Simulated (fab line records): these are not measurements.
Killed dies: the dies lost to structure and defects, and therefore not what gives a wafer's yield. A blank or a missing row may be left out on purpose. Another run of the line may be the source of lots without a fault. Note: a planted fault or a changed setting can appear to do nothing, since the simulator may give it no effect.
Which of the tools did it? ; flow n5 finfet ; Sampling: 11 lots, 33 wafers, 5 of 1938 route steps

== WHAT EACH GAUGE READ, for each wafer ==
N5_BEOL_M13_INSPECT_55: inspects for defects (darkfield). Usual: 68 for raw defect count, sd 22.
lot;measured;on;raw defect count;flag
L108;day 12 03:12;defect inspect-02;163 111 92;
L111;day 14 05:13;defect inspect-01;46 127 55;
L110;day 14 09:42;defect inspect-01;81 46 75;
L113;day 15 08:42;defect inspect-02;32 43 41;
L112;day 15 09:03;defect inspect-01;31 35 44;
L115;day 16 01:32;defect inspect-02;55 64 59;
L120;day 16 22:48;defect inspect-02;71 53 98;
L109;day 17 03:47;defect inspect-02;57 80 73;
L123;day 17 11:45;defect inspect-02;43 45 56;
L121;day 18 08:46;defect inspect-02;92 57 96;
L129;day 18 21:40;defect inspect-02;100 73 92;

== TOOL THAT RAN EACH LOT (tool first, then ch and the chambers of the sampled wafers, then the start) ==
lot;N5_BEOL_M13_DEGAS_41;N5_BEOL_M13_SPUTTER_43;N5_BEOL_M13_SPUTTER_44;N5_BEOL_M13_CMP_49
L108;pvd sputter-02, day 12 01:56;pvd sputter-02, day 12 02:01;pvd sputter-02, day 12 02:06;cmp-02 ch 0,2,3, day 12 02:50
L111;pvd sputter-02, day 14 03:47;pvd sputter-02, day 14 03:52;pvd sputter-02, day 14 03:56;cmp-03 ch 0,1, day 14 04:46
L110;pvd sputter-03, day 14 07:56;pvd sputter-03, day 14 08:01;pvd sputter-03, day 14 08:05;cmp-02 ch 0,1,3, day 14 09:22
L113;pvd sputter-03, day 15 07:26;pvd sputter-03, day 15 07:31;pvd sputter-03, day 15 07:36;cmp-02 ch 0,1,2, day 15 08:20
L112;pvd sputter-03, day 15 07:46;pvd sputter-03, day 15 07:50;pvd sputter-03, day 15 07:55;cmp-04 ch 2,3, day 15 08:34
L115;pvd sputter-02, day 16 00:16;pvd sputter-02, day 16 00:21;pvd sputter-02, day 16 00:26;cmp-04 ch 0,1,2, day 16 01:05
L120;pvd sputter-03, day 16 21:17;pvd sputter-03, day 16 21:22;pvd sputter-03, day 16 21:27;cmp-02 ch 1,2,3, day 16 22:23
L109;pvd sputter-02, day 17 02:30;pvd sputter-02, day 17 02:35;pvd sputter-02, day 17 02:40;cmp-04 ch 0,2, day 17 03:20
L123;pvd sputter-03, day 17 10:26;pvd sputter-03, day 17 10:31;pvd sputter-03, day 17 10:36;cmp-03 ch 2,3, day 17 11:16
L121;pvd sputter-03, day 18 07:31;pvd sputter-03, day 18 07:35;pvd sputter-03, day 18 07:40;cmp-04 ch 0,1, day 18 08:19
L129;pvd sputter-01, day 18 20:11;pvd sputter-01, day 18 20:16;pvd sputter-01, day 18 20:20;cmp-02 ch 1,2, day 18 21:16
- N5_BEOL_M13_DEGAS_41: time 60 s.
- N5_BEOL_M13_SPUTTER_43: material TaN, target thk 15 nm, time 24.19 s.
- N5_BEOL_M13_SPUTTER_44: material Ta, target thk 10 nm, time 16.13 s.
- N5_BEOL_M13_CMP_49: polishes, stops on SiOC, t overpolish 17.1 s, target thk 420 nm.

== AS READ BY THE TOOLS THEMSELVES (means over the sampled wafers that have a number; for cases with no such wafer, the mark the record gives instead) ==
N5_BEOL_M13_DEGAS_41. Usual: 323 W for heater power w, sd 27.
lot;tool;heater power w (W);flag
L108;pvd sputter-02;298;
L111;pvd sputter-02;323;
L110;pvd sputter-03;333;
L113;pvd sputter-03;323;
L112;pvd sputter-03;346;
L115;pvd sputter-02;309;
L120;pvd sputter-03;312;
L109;pvd sputter-02;313;
L123;pvd sputter-03;343;
L121;pvd sputter-03;293;
L129;pvd sputter-01;342;

N5_BEOL_M13_SPUTTER_43. Usual: bias v 168.7 V, standard deviation 1.6; cathode dc power W 15000 W, standard deviation 2.6; chamber pressure pa 0.11999 Pa, standard deviation 0.00027; throttle valve pct 30.2 %, standard deviation 0.73.
lot;tool;bias v (V);cathode dc power W (W);chamber pressure pa (Pa);throttle valve pct (%);flag
L108;pvd sputter-02;167.7;14998;0.11972;29.7;
L111;pvd sputter-02;165.8;14997;0.12028;30.5;
L110;pvd sputter-03;169.0;15000;0.11981;30.2;
L113;pvd sputter-03;167.5;15002;0.12006;30.1;
L112;pvd sputter-03;170.6;15000;0.12003;30.2;
L115;pvd sputter-02;168.6;15002;0.12003;30.2;
L120;pvd sputter-03;167.9;15002;0.11989;30.3;
L109;pvd sputter-02;168.8;14999;0.11986;30.0;
L123;pvd sputter-03;169.9;13980;0.11992;29.6;OFF
L121;pvd sputter-03;167.4;13982;0.11992;30.6;OFF
L129;pvd sputter-01;169.9;15001;0.12022;30.5;

N5_BEOL_M13_SPUTTER_44. Usual: bias v 79.9 V, standard deviation 0.73; cathode dc power W 15000 W, standard deviation 2.6; chamber pressure pa 0.07 Pa, standard deviation 0.00014; throttle valve pct 30.2 %, standard deviation 0.72.
lot;tool;bias v (V);cathode dc power W (W);chamber pressure pa (Pa);throttle valve pct (%);flag
L108;pvd sputter-02;79.6;15001;0.07;29.6;
L111;pvd sputter-02;79.8;15002;0.07;30.4;
L110;pvd sputter-03;79.9;15001;0.07;30.3;
L113;pvd sputter-03;79.4;15000;0.07;30.1;
L112;pvd sputter-03;79.1;14998;0.07;30.0;
L115;pvd sputter-02;79.8;15001;0.07;30.3;
L120;pvd sputter-03;79.5;15000;0.07;30.1;
L109;pvd sputter-02;79.8;15001;0.07;29.9;
L123;pvd sputter-03;80.1;14999;0.07;29.8;
L121;pvd sputter-03;80.5;14996;0.07;30.6;
L129;pvd sputter-01;79.8;15000;0.07;30.3;

N5_BEOL_M13_CMP_49. Usual: barrier field endpoint s 30.3 s, standard deviation 0.85; motor current A 6.0 A, standard deviation 0.42.
lot;tool;barrier field endpoint s (s);motor current A (A);flag
L108;cmp-02;30.5;6.3;
L111;cmp-03;30.3;6.2;
L110;cmp-02;29.4;6.1;
L113;cmp-02;30.3;6.3;
L112;cmp-04;30.1;5.9;
L115;cmp-04;30.7;5.7;
L120;cmp-02;29.9;6.5;
L109;cmp-04;30.9;5.4;
L123;cmp-03;27.9;6.4;
L121;cmp-04;30.6;5.8;
L129;cmp-02;30.3;6.5;

== THE ANSWER, worked out from the rows above alone ==
Rule: a lot is off if the mean of its wafers that have a number lies more than 3 standard deviations from the usual mean. Also off: a lot with no number at a reading for which 4 or more lots have one. All remaining lots with rows at the step are treated as sound. The gauges are gone through in route order, then the tools' own readings, and for those a lot's mean is taken as printed above. The first step at which some lot is off is used, and at that step the reading that is off furthest; a lot without a number counts as furthest.
Off: L123, L121 (N5_BEOL_M13_SPUTTER_43, cathode dc power W).
A tool fits if, at that step or a process step before it, it ran every lot that is off, and no sound lot after the first of them. One candidate fits, namely pvd sputter-03 at N5_BEOL_M13_DEGAS_41 and N5_BEOL_M13_SPUTTER_43. At N5_BEOL_M13_DEGAS_41 its last sound lot is L120 (day 16 21:17), its first lot that is off L123 (day 17 10:26): a fault that began between those two fits.

== WHAT WAS PUT IN BY THE SIMULATOR ==
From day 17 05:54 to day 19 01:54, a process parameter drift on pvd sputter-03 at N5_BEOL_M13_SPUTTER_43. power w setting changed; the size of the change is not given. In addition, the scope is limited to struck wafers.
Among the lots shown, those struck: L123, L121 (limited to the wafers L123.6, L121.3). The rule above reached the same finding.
